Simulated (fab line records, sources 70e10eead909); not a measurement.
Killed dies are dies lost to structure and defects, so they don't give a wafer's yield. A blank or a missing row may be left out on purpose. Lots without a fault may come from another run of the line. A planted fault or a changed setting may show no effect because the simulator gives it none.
fab line records | flow nand_harc
record lots=24 wafers=72 last_day=24
route steps=1159 shown A_STAIRCASE@647 A_SGD_CUT@763
lots that met no fault: from a run of the same line without faults
start_h: hours from the record's first day to the start of the lot's first wafer shown | wait_h: hours since the lot's step before | " the same as in the row above | L1.1+2: a row that stands for several wafers | - no value, or no start given | * or withheld: withheld | < > ~ a bound
route shown NAME@n: a module of which the file shows steps, and the number in the route of the first | usual: mean/standard deviation of fault-free wafers | same: alike in all rows | chamber/n: place in a boat | sites: the reading at each site | _std_site: their standard deviation | _edge_site: outer sites' mean less inner sites' | radius_mm: how far each site lies from the wafer's centre | mask NAME#n: copy n | behind: the tool/chamber that last shaped the wafer | hold: why the lot was held/for how many hours/how that ended | device: the transistor (n, p or np) that didn't switch | end of line: the same wafers' tests at the end of the route | a step without rows: its recipe alone | killed: dies lost to structure and defects at the first sort, not the wafer's yield | map: a wafer's dies, x killed, . not, _ none there
set.NAME: the setting as run; set.NAME@STEP: as run at that earlier step | model.NAME: the simulator's own value behind a step, which no gauge read
steps of the route over a sample of lots; a table a step, a row a wafer
services: from which hour (start_h, from the record's first day; less than 0 if before it) a tool's chamber was out of use, for how many hours, and why
## steps
# step NHARC_A_STAIRCASE_ETCH_253
# recipe target_depth_a=500 time_s=20.2 ion_energy_ev=400 c4f8_flow_sccm=20 o2_flow_sccm=10 ar_flow_sccm=withheld rf_w=600 bias_w=1000 chemistry=C4F8/O2
# usual oes_product_au=0.955/0.019 rf_vpp_V=900/4.6
# columns lot.wafer tool chamber start_h wait_h oes_product_au rf_hours_counter_h rf_vpp_V
L075.2 rie_diel-06 3 251.01 0.1 0.972 0 906
L075.1 " 2 " " 0.971 0 904
L075.5 " 0 " " 0.982 - 903
L074.1 rie_diel-07 1 258.43 0.1 0.965 10 897
L074.4 " 2 " " 0.947 10 899
L074.6 " 1 " " 0.954 - 898
L078.2 rie_diel-02 2 262.62 0.1 0.934 43 905
L078.1 " 3 " " 0.922 40 898
L078.3 " 1 " " 0.920 43 891
L076.4 rie_diel-06 0 263.65 0.1 0.963 6 903
L076.1 " 2 " " 0.984 6 904
L076.6 " 1 " " 0.992 - 897
L077.1 rie_diel-06 1 266.21 0.1 0.961 6 898
L077.2 " 3 " " 0.978 6 905
L077.6 " 2 " " 0.980 - 904
L079.2 rie_diel-07 1 273.35 0.2 0.928 16 896
L079.6 " 2 " " 0.937 - 901
L079.4 " 1 " " 0.936 - 898
L080.3 rie_diel-02 2 285.23 0.1 0.942 48 904
L080.4 " 3 " " 0.926 46 901
L080.5 " 0 " " 0.935 - 892
L081.2 rie_diel-06 2 287.18 0.1 0.963 14 904
L081.1 " 1 " " 0.971 14 898
L081.6 " 2 " " 0.958 - 904
L082.1 rie_diel-07 3 298.94 0.1 0.953 25 896
L082.6 " 3 " " 0.943 - 897
L082.5 " 0 " " 0.953 - 902
L083.1 rie_diel-02 1 299.27 0.1 0.950 54 890
L083.3 " 3 " " 0.934 53 900
L083.5 " 1 " " 0.933 - 890
L084.3 rie_diel-06 1 307.23 0.1 0.953 19 897
L084.6 " 3 " " 0.957 - 905
L084.5 " 0 " " 0.970 - 903
L087.1 rie_diel-07 3 324.87 0.1 0.966 38 895
L087.2 " 0 " " 0.959 34 900
L087.4 " 2 " " 0.946 - 900
L086.2 rie_diel-07 2 325.81 0.1 0.936 34 898
L086.1 " 0 " " 0.938 34 902
L086.4 " 0 " " 0.948 - 901
L085.3 rie_diel-06 1 327.81 0.1 0.964 27 897
L085.1 " 0 " " 0.975 22 902
L085.5 " 2 " " 0.982 - 904
L088.3 rie_diel-06 0 339.51 0.1 0.982 30 903
L088.4 " 2 " " 0.967 33 904
L088.1 " 3 " " 0.982 34 904
L089.4 rie_diel-02 2 341.52 0.1 0.986 2 904
L089.3 " 0 " " 0.972 2 891
L089.5 " 2 " " 0.983 - 906
L090.3 rie_diel-06 0 343.38 0.1 0.964 30 901
L090.4 " 1 " " 0.960 34 897
L090.1 " 2 " " 0.962 33 904
L091.2 rie_diel-02 3 344.07 0.1 0.955 2 901
L091.3 " 1 " " 0.982 2 888
L091.1 " 2 " " 0.989 2 904
L092.4 rie_diel-07 0 356.71 0.1 0.953 46 900
L092.1 " 2 " " 0.972 46 899
L092.5 " 3 " " 0.977 - 896
L095.3 rie_diel-06 3 370.61 0.1 0.935 45 903
L095.2 " 1 " " 0.974 44 896
L095.1 " 2 " " 0.952 43 903
L096.1 rie_diel-06 2 372.67 0.1 0.970 44 903
L096.3 " 3 " " 0.940 45 904
L096.4 " 0 " " 0.944 41 903
L093.2 rie_diel-06 0 372.86 0.1 0.961 41 902
L093.4 " 1 " " 0.962 44 896
L093.6 " 0 " " 0.954 - 902
L094.4 rie_diel-06 3 375.58 0.1 0.920 46 903
L094.3 " 1 " " 0.922 45 896
L094.6 " 2 " " 0.923 - 903
L097.1 rie_diel-02 2 387.25 0.1 0.929 18 905
L097.4 " 3 " " 0.929 18 900
L097.5 " 1 " " 0.931 - 888
# step NHARC_A_STAIRCASE_ETCH_453
# recipe target_depth_a=300 overetch_a=30 time_s=16.5 ion_energy_ev=100 cf4_flow_sccm=80 o2_flow_sccm=20 ar_flow_sccm=0 rf_w=300 bias_w=100 chemistry=CF4/O2
# usual drypump_motor_current_A=5.5/0.34 oes_ar_750_au=1.000/0.0039 oes_product_au=1.001/0.0072 rf_vpp_V=198.2/1.3 showerhead_plenum_p_Torr=1.36/0.052 throttle_valve_pct=13.398/0.0089
# columns lot.wafer tool chamber start_h wait_h drypump_motor_current_A oes_ar_750_au oes_product_au rf_hours_counter_h rf_vpp_V showerhead_plenum_p_Torr throttle_valve_pct
L075.1 rie_diel-07 1 - - 5.6 0.999 1.006 12 198.6 1.35 13.416
L075.2 " 3 " " 5.4 1.004 1.005 11 198.4 1.34 13.395
L075.5 " 1 " " 5.6 1.004 1.005 - 197.6 1.35 13.407
L074.4 rie_diel-06 1 - - 5.2 1.000 1.016 6 197.9 1.35 13.392
L074.1 " 3 " " 4.7 0.996 0.993 6 198.2 1.43 13.407
L074.6 " 1 " " 5.2 1.002 1.005 - 198.7 1.35 13.411
L076.4 rie_diel-06 3 - - 4.7 0.995 0.991 7 198.4 1.43 13.399
L076.1 " 1 " " 5.2 1.003 1.005 8 197.9 1.35 13.377
L076.6 " 2 " " 5.3 1.002 1.005 - 198.8 1.43 13.403
L078.2 rie_diel-02 1 - - 5.5 0.997 0.993 46 196.8 1.27 13.381
L078.3 " 2 " " 5.1 0.993 1.011 46 199.9 1.44 13.402
L078.1 " 3 " " 6.1 1.009 1.012 43 199.5 1.38 13.396
L077.1 rie_diel-02 1 - - 5.5 1.005 0.998 47 194.6 1.27 13.402
L077.2 " 0 " " 5.8 0.999 0.995 47 197.9 1.29 13.391
L077.6 " 2 " " 5.1 1.003 1.008 - 199.5 1.44 13.401
L079.4 rie_diel-06 1 - - 5.2 1.000 1.006 12 198.1 1.35 13.387
L079.2 " 0 " " 5.0 0.996 1.005 11 200.0 1.41 13.396
L079.6 " 1 " " 5.2 1.012 1.016 - 198.8 1.35 13.395
L080.4 rie_diel-02 2 - - 5.2 0.997 1.006 51 201.4 1.43 13.385
L080.3 " 3 " " 6.1 0.995 1.001 51 199.6 1.38 13.403
L080.5 " 1 " " 5.5 1.002 1.000 - 195.9 1.27 13.405
L081.2 rie_diel-02 0 - - 5.8 0.997 1.005 54 197.5 1.29 13.399
L081.1 " 3 " " 6.1 0.996 0.997 52 199.8 1.38 13.413
L081.6 " 0 " " 5.8 1.003 1.001 - 196.3 1.29 13.407
L082.1 rie_diel-07 0 - - 5.7 0.997 1.005 30 199.8 1.38 13.396
L082.6 " 0 " " 5.7 1.005 1.007 - 197.9 1.38 13.396
L082.5 " 1 " " 5.6 0.995 1.003 - 198.2 1.34 13.383
L083.1 rie_diel-06 0 - - 5.0 0.999 1.019 18 200.7 1.41 13.376
L083.3 " 1 " " 5.3 1.001 1.009 23 196.8 1.34 13.406
L083.5 " 2 " " 5.3 1.003 1.016 - 198.4 1.43 13.408
L084.3 rie_diel-07 3 - - 5.4 1.000 0.987 36 197.1 1.34 13.412
L084.6 " 3 " " 5.4 1.000 0.998 - 197.8 1.34 13.401
L084.5 " 2 " " 5.6 1.005 0.979 - 198.8 1.37 13.402
L087.2 rie_diel-07 2 - - 5.6 1.006 0.996 40 197.8 1.37 13.396
L087.1 " 0 " " 5.7 0.989 1.004 39 196.8 1.38 13.403
L087.4 " 2 " " 5.6 1.001 0.997 - 198.8 1.37 13.391
L086.4 rie_diel-02 2 - - 5.1 1.004 1.004 0 199.8 1.43 13.388
L086.1 " 3 " " 6.1 1.005 0.994 0 198.0 1.37 13.404
L086.2 " 0 " " 5.8 0.999 0.999 0 198.6 1.28 13.382
L085.1 rie_diel-02 2 - - 5.1 0.998 1.004 2 199.3 1.43 13.394
L085.3 " 0 " " 5.8 1.001 1.014 2 196.2 1.28 13.400
L085.5 " 2 " " 5.2 1.004 1.003 - 199.4 1.43 13.398
L088.1 rie_diel-07 0 - - 5.7 0.998 1.000 44 199.1 1.38 13.389
L088.4 " 1 " " 5.6 1.004 1.007 41 194.6 1.34 13.386
L088.3 " 2 " " 5.6 0.999 0.996 44 198.4 1.37 13.404
L089.3 rie_diel-07 3 - - 5.4 1.004 1.003 49 196.5 1.33 13.398
L089.4 " 1 " " 5.6 1.000 1.005 42 197.2 1.34 13.391
L089.5 " 3 " " 5.4 0.997 1.005 - 198.6 1.33 13.380
L090.4 rie_diel-06 0 - - 5.0 1.001 1.005 33 197.9 1.40 13.385
L090.1 " 1 " " 5.3 1.000 1.018 37 196.5 1.34 13.389
L090.3 " 2 " " 5.3 0.997 1.002 36 199.6 1.42 13.392
L091.1 rie_diel-07 1 - - 5.6 1.013 1.004 43 197.1 1.34 13.402
L091.2 " 2 " " 5.6 1.003 0.995 46 198.7 1.37 13.402
L091.3 " 3 " " 5.5 1.002 1.005 49 197.3 1.33 13.397
L092.1 rie_diel-07 1 - - 5.6 0.995 0.995 47 197.8 1.34 13.406
L092.4 " 3 " " 5.5 0.995 1.003 53 197.9 1.33 13.386
L092.5 " 0 " " 5.7 0.995 0.997 - 200.4 1.38 13.407
L095.2 rie_diel-07 1 - - 5.6 0.991 1.002 54 197.6 1.34 13.391
L095.1 " 2 " " 5.6 0.998 1.002 56 197.9 1.36 13.395
L095.3 " 3 " " 5.4 0.995 1.019 59 197.8 1.33 13.411
L096.3 rie_diel-07 2 - - 5.6 0.993 1.006 57 197.0 1.37 13.408
L096.1 " 3 " " 5.4 1.002 1.006 60 197.1 1.33 13.393
L096.4 " 1 " " 5.6 1.000 1.007 55 197.9 1.34 13.398
L093.4 rie_diel-02 0 - - 5.8 1.006 0.997 17 196.8 1.28 13.396
L093.2 " 1 " " 5.5 1.004 1.011 17 195.6 1.26 13.393
L093.6 " 3 " " 6.1 0.999 1.001 - 197.4 1.37 13.407
L094.4 rie_diel-02 2 - - 5.2 1.002 0.993 19 200.1 1.43 13.411
L094.3 " 0 " " 5.8 1.001 1.000 17 196.8 1.28 13.392
L094.6 " 3 " " 6.1 0.998 1.005 - 197.6 1.37 13.393
L097.1 rie_diel-06 3 - - 4.7 0.999 0.994 57 198.8 1.42 13.395
L097.4 " 0 " " 5.0 1.005 0.999 51 198.5 1.40 13.395
L097.5 " 3 " " 4.7 0.999 0.996 - 199.9 1.42 13.414
# step NHARC_A_STAIRCASE_CMP_152
# usual motor_current_A=12.3/1.2 retaining_ring_pressure_frac=1.000/0.0054
# columns lot.wafer tool chamber start_h wait_h motor_current_A retaining_ring_pressure_frac
L075.1 cmp-03 1 303.67 0.1 13.4 1.007
L075.2 " 2 " " 13.7 1.000
L075.5 " 0 " " 10.1 0.992
L077.2 cmp-03 1 314.93 0.1 13.9 0.997
L077.1 " 3 " " 13.5 1.006
L077.6 " 1 " " 14.1 1.000
L076.4 cmp-02 0 315.10 0.1 12.7 0.994
L076.1 " 2 " " 10.0 1.001
L076.6 " 0 " " 13.0 0.995
L074.4 cmp-01 1 315.38 0.1 12.1 1.001
L074.1 " 0 " " 12.6 1.006
L074.6 " 1 " " 12.2 1.005
L078.3 cmp-01 3 316.42 0.1 12.3 0.998
L078.1 " 0 " " 12.0 0.997
L078.2 " 2 " " 11.2 1.000
L079.4 cmp-03 3 325.80 0.1 12.3 1.005
L079.2 " 0 " " 9.7 0.989
L079.6 " 3 " " 12.1 1.000
L080.3 cmp-03 2 339.64 0.1 13.2 1.011
L080.4 " 0 " " 9.7 1.005
L080.5 " 2 " " 13.6 1.003
L081.2 cmp-01 0 348.99 0.1 12.5 0.997
L081.1 " 1 " " 11.6 1.003
L081.6 " 0 " " 13.4 0.999
L082.1 cmp-01 1 361.72 0.1 12.4 0.998
L082.6 " 3 " " 10.8 0.999
L082.5 " 0 " " 11.8 1.007
L083.3 cmp-03 2 361.99 0.1 13.1 1.001
L083.1 " 0 " " 9.2 0.999
L083.5 " 2 " " 13.1 0.993
L084.3 cmp-01 3 365.88 0.1 11.0 0.982
L084.6 " 0 " " 12.4 0.999
L084.5 " 1 " " 11.8 1.011
L086.2 cmp-02 2 378.96 0.1 10.6 0.999
L086.4 " 3 " " 14.0 1.007
L086.1 " 1 " " 12.7 1.003
L087.2 cmp-02 3 379.24 0.1 14.2 1.003
L087.1 " 0 " " 13.0 0.998
L087.4 " 2 " " 9.9 1.003
L085.1 cmp-01 1 386.05 0.1 11.9 1.001
L085.3 " 2 " " 11.8 0.995
L085.5 " 1 " " 12.0 0.992
L088.4 cmp-03 1 389.91 0.1 14.1 0.999
L088.3 " 3 " " 13.1 1.006
L088.1 " 0 " " 9.4 1.006
L090.3 cmp-01 1 399.98 0.1 12.1 0.995
L090.4 " 3 " " 11.3 1.001
L090.1 " 0 " " 12.6 0.990
L091.2 cmp-01 1 400.42 0.1 12.2 0.988
L091.1 " 2 " " 11.8 1.007
L091.3 " 0 " " 12.3 0.999
L089.4 cmp-02 3 401.84 0.1 14.7 0.994
L089.3 " 0 " " 12.9 0.993
L089.5 " 2 " " 9.7 1.001
L092.4 cmp-02 0 411.52 0.1 12.4 1.003
L092.1 " 2 " " 10.4 1.008
L092.5 " 0 " " 12.1 1.004
L096.4 cmp-01 0 430.55 0.1 12.5 0.994
L096.1 " 2 " " 11.6 1.004
L096.3 " 3 " " 11.5 0.997
L095.1 cmp-02 3 430.83 0.1 14.4 0.997
L095.2 " 1 " " 12.9 1.006
L095.3 " 2 " " 10.0 1.000
L094.3 cmp-03 1 431.68 0.1 13.6 0.999
L094.4 " 2 " " 13.4 0.989
L094.6 " 1 " " 13.4 1.001
L093.4 cmp-03 2 432.76 0.1 13.5 0.999
L093.2 " 1 " " 13.7 1.003
L093.6 " 3 " " 12.7 1.000
L097.4 cmp-01 3 443.53 0.1 11.7 0.999
L097.1 " 0 " " 12.3 0.998
L097.5 " 2 " " 11.6 0.994
# step NHARC_A_STAIRCASE_DEP_471
# recipe target_thk_a=1000 temp_c=400 pressure_torr=6.5 rf_w=900 teos_flow_sccm=161.4 flow_sccm=2650 target_thk_nm=100 gas=O2 material=SiO2
# usual flow_sccm=2650/7.5 heater_power_w=610/72 throttle_valve_pct=16.0/0.56
# columns lot.wafer tool chamber start_h wait_h flow_sccm heater_power_w since_wet_clean_h throttle_valve_pct
L075.2 pecvd-01 1 304.93 - 2648 635 55 16.7
L075.1 " 2 " " 2655 665 55 15.8
L075.5 " 1 " " 2653 632 - 16.7
L077.2 pecvd-04 2 316.37 - 2651 642 108 16.4
L077.1 " 0 " " 2664 472 108 14.8
L077.6 " 2 " " 2660 638 - 16.4
L076.1 pecvd-04 0 316.52 - 2639 588 108 14.9
L076.4 " 1 " " 2643 565 - 15.6
L076.6 " 2 " " 2660 602 - 16.5
L074.1 pecvd-04 1 316.72 - 2655 509 109 15.9
L074.4 " 0 " " 2647 595 - 14.9
L074.6 " 1 " " 2645 506 - 15.8
L078.3 pecvd-01 0 317.58 - 2656 676 68 16.3
L078.2 " 1 " " 2638 549 68 16.2
L078.1 " 2 " " 2656 663 68 15.8
L079.2 pecvd-03 2 327.08 - 2649 688 22 16.3
L079.4 " 0 " " 2650 620 - 15.8
L079.6 " 2 " " 2647 700 - 16.6
L080.3 pecvd-01 0 340.79 - 2645 678 91 16.7
L080.5 " 2 " " 2640 724 - 15.7
L080.4 " 0 " " 2642 698 - 16.4
L081.2 pecvd-01 0 350.10 - 2647 684 100 16.5
L081.1 " 2 " " 2647 712 100 15.6
L081.6 " 1 " " 2659 524 - 16.9
L082.1 pecvd-03 2 362.95 - 2643 652 57 16.8
L082.6 " 2 " " 2657 647 - 16.2
L082.5 " 1 " " 2663 470 - 15.8
L083.1 pecvd-03 1 363.23 - 2666 530 58 15.7
L083.3 " 2 " " 2640 741 58 16.8
L083.5 " 0 " " 2666 504 - 15.9
L084.3 pecvd-01 0 367.07 - 2651 576 117 16.4
L084.6 " 0 " " 2644 596 - 16.5
L084.5 " 1 " " 2645 578 - 16.7
L086.1 pecvd-03 1 380.39 - 2648 466 75 15.8
L086.2 " 2 " " 2654 623 75 16.6
L086.4 " 1 " " 2642 472 - 15.9
L087.2 pecvd-01 2 380.61 - 2650 729 131 15.9
L087.1 " 1 " " 2652 626 131 17.0
L087.4 " 2 " " 2645 716 - 15.8
L085.3 pecvd-03 2 387.21 - 2660 719 82 16.7
L085.1 " 0 " " 2649 569 82 15.7
L085.5 " 2 " " 2654 720 - 16.3
L088.1 pecvd-04 2 391.02 - 2654 661 2 16.1
L088.3 " 0 " " 2644 632 2 14.2
L088.4 " 2 " " 2646 667 - 16.1
L090.1 pecvd-01 2 401.26 - 2639 666 151 15.7
L090.3 " 1 " " 2664 579 151 16.6
L090.4 " 1 " " 2649 585 - 16.9
L091.2 pecvd-01 1 401.53 - 2665 617 152 16.7
L091.1 " 2 " " 2647 647 152 15.7
L091.3 " 0 " " 2651 581 152 16.7
L089.3 pecvd-03 1 403.15 - 2643 549 98 16.0
L089.4 " 0 " " 2647 638 - 15.8
L089.5 " 1 " " 2646 547 - 16.0
L092.1 pecvd-03 1 412.67 - 2662 458 107 16.1
L092.5 " 2 " " 2659 568 - 16.5
L092.4 " 0 " " 2637 504 - 16.0
L096.3 pecvd-01 2 431.68 - 2650 629 1 15.8
L096.1 " 0 " " 2659 625 1 16.2
L096.4 " 2 " " 2648 630 - 15.7
L095.2 pecvd-03 0 431.96 - 2643 567 126 16.0
L095.3 " 1 " " 2653 498 127 15.9
L095.1 " 2 " " 2641 609 127 16.5
L094.3 pecvd-04 1 432.79 - 2636 615 44 16.1
L094.4 " 1 " " 2644 622 - 15.6
L094.6 " 2 " " 2645 608 - 16.5
L093.2 pecvd-01 0 433.95 - 2649 573 3 16.1
L093.4 " 1 " " 2647 491 - 16.0
L093.6 " 0 " " 2643 585 - 16.2
L097.1 pecvd-04 2 444.72 - 2664 576 56 16.4
L097.4 " 1 " " 2651 600 - 16.0
L097.5 " 2 " " 2662 595 - 16.5
# step NHARC_A_STAIRCASE_INSPECT_155
# usual raw_defect_count=392/160
# columns lot.wafer tool chamber start_h wait_h raw_defect_count
L075.1 defect_inspect-01 - 305.57 0.1 269
L075.2 " - " " 482
L075.5 " - " " 331
L077.1 defect_inspect-01 - 316.97 0.1 190
L077.2 " - " " 249
L077.6 " - " " 277
L076.1 defect_inspect-02 - 317.16 0.1 214
L076.4 " - " " 287
L076.6 " - " " 244
L074.1 defect_inspect-02 - 317.31 0.1 379
L074.4 " - " " 261
L074.6 " - " " 232
L078.1 defect_inspect-01 - 318.22 0.1 576
L078.2 " - " " 420
L078.3 " - " " 316
L079.2 defect_inspect-02 - 327.64 0.1 333
L079.4 " - " " 346
L079.6 " - " " 419
L080.3 defect_inspect-02 - 341.38 0.1 1262
L080.4 " - " " 662
L080.5 " - " " 998
L081.1 defect_inspect-02 - 350.72 0.1 422
L081.2 " - " " 398
L081.6 " - " " 480
L082.1 defect_inspect-02 - 363.56 0.1 393
L082.5 " - " " 355
L082.6 " - " " 422
L083.1 defect_inspect-02 - 363.84 0.1 556
L083.3 " - " " 453
L083.5 " - " " 467
L084.3 defect_inspect-02 - 367.66 0.1 413
L084.5 " - " " 340
L084.6 " - " " 429
L086.1 defect_inspect-02 - 381.00 0.1 267
L086.2 " - " " 242
L086.4 " - " " 223
L087.1 defect_inspect-01 - 381.22 0.1 436
L087.2 " - " " 493
L087.4 " - " " 389
L085.1 defect_inspect-01 - 387.83 0.1 357
L085.3 " - " " 287
L085.5 " - " " 309
L088.1 defect_inspect-01 - 391.63 0.1 306
L088.3 " - " " 497
L088.4 " - " " 474
L090.1 defect_inspect-02 - 401.88 0.1 368
L090.3 " - " " 351
L090.4 " - " " 579
L091.1 defect_inspect-01 - 402.18 0.1 442
L091.2 " - " " 301
L091.3 " - " " 834
L089.3 defect_inspect-02 - 403.71 0.1 333
L089.4 " - " " 477
L089.5 " - " " 318
L092.1 defect_inspect-01 - 413.24 0.1 147
L092.4 " - " " 220
L092.5 " - " " 148
L096.1 defect_inspect-01 - 432.28 0.1 695
L096.3 " - " " 426
L096.4 " - " " 402
L095.1 defect_inspect-01 - 432.58 0.1 493
L095.2 " - " " 368
L095.3 " - " " 436
L094.3 defect_inspect-02 - 433.41 0.1 332
L094.4 " - " " 424
L094.6 " - " " 463
L093.2 defect_inspect-02 - 434.51 0.1 454
L093.4 " - " " 304
L093.6 " - " " 307
L097.1 defect_inspect-02 - 445.29 0.1 349
L097.4 " - " " 297
L097.5 " - " " 346
# step NHARC_A_SGD_CUT_ETCH_59
# recipe target_depth_a=2600 over_etch_frac=0.25 time_s=406.25 ion_energy_ev=200 n2_flow_sccm=150 h2_flow_sccm=150 ar_flow_sccm=0 rf_w=400 bias_w=150 chemistry=N2/H2
# usual drypump_motor_current_A=5.8/0.48 oes_product_au=0.997/0.0068 rf_vpp_V=431/3.1 showerhead_plenum_p_Torr=2.04/0.11 throttle_valve_pct=14.170/0.0096
# same over_etch_frac=0.25
# columns lot.wafer tool chamber start_h wait_h drypump_motor_current_A oes_product_au rf_hours_counter_h rf_vpp_V showerhead_plenum_p_Torr throttle_valve_pct
L075.1 rie_diel-05 3 - - 5.6 0.994 13 426 1.89 14.180
L075.2 " 0 " " 5.3 0.999 14 430 2.04 14.187
L075.5 " 0 " " 5.3 0.997 - 431 2.04 14.182
L077.2 rie_diel-05 2 - - 6.3 0.995 14 435 2.16 14.167
L077.1 " 1 " " 5.5 0.995 14 429 1.96 14.170
L077.6 " 3 " " 5.6 0.996 - 426 1.89 14.173
L076.1 rie_diel-10 3 - - 5.3 1.008 8 431 2.08 14.171
L076.4 " 1 " " 5.2 0.985 10 425 1.90 14.185
L076.6 " 2 " " 6.4 0.991 - 435 2.18 14.174
L074.1 rie_diel-12 3 - - 5.8 0.991 12 434 2.11 14.184
L074.4 " 0 " " 6.7 0.991 - 429 1.97 14.167
L074.6 " 1 " " 5.5 1.008 - 434 2.12 14.183
L078.3 rie_diel-10 1 - - 5.2 0.992 10 426 1.90 14.177
L078.2 " 2 " " 6.4 0.999 10 435 2.18 14.166
L078.1 " 3 " " 5.3 1.004 8 431 2.08 14.163
L079.4 rie_diel-10 0 - - 6.3 1.002 11 435 2.20 14.168
L079.2 " 3 " " 5.3 1.008 9 433 2.08 14.164
L079.6 " 1 " " 5.2 0.991 - 426 1.90 14.165
L080.3 rie_diel-10 1 - - 5.2 0.992 12 426 1.90 14.165
L080.4 " 3 " " 5.3 1.011 9 431 2.08 14.171
L080.5 " 0 " " 6.3 0.998 - 434 2.20 14.168
L081.2 rie_diel-05 1 - - 5.4 0.990 0 430 1.96 14.166
L081.1 " 0 " " 5.3 0.980 0 431 2.04 14.156
L081.6 " 2 " " 6.2 1.000 - 435 2.16 14.166
L082.1 rie_diel-05 1 - - 5.4 0.990 1 428 1.96 14.175
L082.6 " 2 " " 6.2 0.999 - 433 2.15 14.153
L082.5 " 3 " " 5.6 0.998 - 426 1.89 14.150
L083.1 rie_diel-12 1 - - 5.5 0.994 16 433 2.11 14.173
L083.3 " 2 " " 5.8 0.995 15 429 1.96 14.158
L083.5 " 1 " " 5.5 1.001 - 433 2.11 14.174
L084.3 rie_diel-12 0 - - 6.7 1.006 18 430 1.97 14.189
L084.5 " 0 " " 6.8 0.997 - 428 1.97 14.169
L084.6 " 2 " " 5.7 1.007 - 428 1.96 14.162
L086.1 rie_diel-05 3 - - 5.6 1.000 3 427 1.89 14.178
L086.4 " 0 " " 5.3 0.993 3 430 2.04 14.180
L086.2 " 2 " " 6.2 0.994 3 434 2.15 14.170
L087.1 rie_diel-10 1 - - 5.3 0.994 1 427 1.90 14.164
L087.4 " 3 " " 5.3 0.997 1 432 2.08 14.181
L087.2 " 0 " " 6.3 0.999 1 435 2.20 14.160
L085.3 rie_diel-12 3 - - 5.7 0.984 0 430 2.11 14.169
L085.1 " 1 " " 5.5 0.993 0 433 2.11 14.159
L085.5 " 3 " " 5.7 0.981 - 432 2.11 14.184
L088.3 rie_diel-10 2 - - 6.4 0.988 2 434 2.18 14.177
L088.1 " 3 " " 5.3 1.010 2 432 2.08 14.149
L088.4 " 0 " " 6.3 0.998 2 434 2.20 14.170
L090.4 rie_diel-05 3 - - 5.6 1.001 6 426 1.89 14.163
L090.3 " 0 " " 5.3 0.991 6 430 2.04 14.160
L090.1 " 1 " " 5.4 0.984 6 427 1.96 14.172
L091.2 rie_diel-12 2 - - 5.8 1.010 1 428 1.95 14.167
L091.3 " 3 " " 5.7 0.993 2 432 2.11 14.171
L091.1 " 1 " " 5.5 0.990 1 432 2.11 14.174
L089.4 rie_diel-05 2 - - 6.3 1.009 6 433 2.15 14.166
L089.3 " 1 " " 5.4 0.986 7 429 1.96 14.168
L089.5 " 2 " " 6.3 1.005 - 434 2.15 14.171
L092.1 rie_diel-12 3 - - 5.7 1.003 3 432 2.11 14.181
L092.4 " 1 " " 5.4 0.994 3 435 2.11 14.170
L092.5 " 0 " " 6.7 0.995 - 427 1.96 14.179
L096.4 rie_diel-05 0 - - 5.3 0.992 9 431 2.04 14.168
L096.1 " 2 " " 6.2 0.986 9 433 2.15 14.181
L096.3 " 3 " " 5.7 0.995 9 427 1.89 14.171
L095.2 rie_diel-12 1 - - 5.4 0.988 5 434 2.11 14.167
L095.3 " 2 " " 5.8 0.996 5 428 1.95 14.152
L095.1 " 3 " " 5.7 0.994 6 433 2.11 14.179
L094.3 rie_diel-10 1 - - 5.3 1.002 6 426 1.89 14.174
L094.6 " 0 " " 6.3 1.005 - 435 2.20 14.163
L094.4 " 2 " " 6.4 0.999 - 435 2.18 14.178
L093.4 rie_diel-05 3 - - 5.6 1.006 9 427 1.89 14.176
L093.2 " 0 " " 5.3 0.990 9 431 2.04 14.177
L093.6 " 0 " " 5.3 0.990 - 429 2.04 14.173
L097.4 rie_diel-10 0 - - 6.4 1.000 7 435 2.20 14.171
L097.1 " 2 " " 6.4 0.990 7 433 2.18 14.170
L097.5 " 1 " " 5.2 1.003 - 428 1.89 14.167
## services
# columns tool chamber start_h hours kind
rie_diel-07 - 228.36 9.0 pm
cmp-01 - 228.56 0.8 repair
rie_diel-02 3 235.05 5.9 repair
pecvd-01 - 237.00 13.0 pm
rie_diel-06 - 241.85 9.0 pm
cmp-03 - 254.00 4.0 pm
rie_diel-02 - 258.59 0.4 repair
rie_diel-10 3 260.04 15.2 repair
rie_diel-07 0 271.98 11.8 repair
cmp-01 - 277.61 4.0 pm
rie_diel-06 0 284.88 9.7 repair
rie_diel-06 - 300.37 1.9 repair
rie_diel-02 - 327.83 9.0 pm
rie_diel-05 - 340.60 9.0 pm
cmp-01 - 375.61 4.0 pm
rie_diel-07 0 379.37 1.6 repair
pecvd-01 2 380.81 4.5 repair
rie_diel-06 - 384.50 1.8 repair
cmp-01 - 403.67 3.1 repair
rie_diel-07 - 405.36 9.0 pm
rie_diel-05 0 407.06 5.7 repair
rie_diel-02 1 414.90 1.6 repair
pecvd-01 - 418.00 13.0 pm
rie_diel-06 - 419.00 9.0 pm
## key
fault none
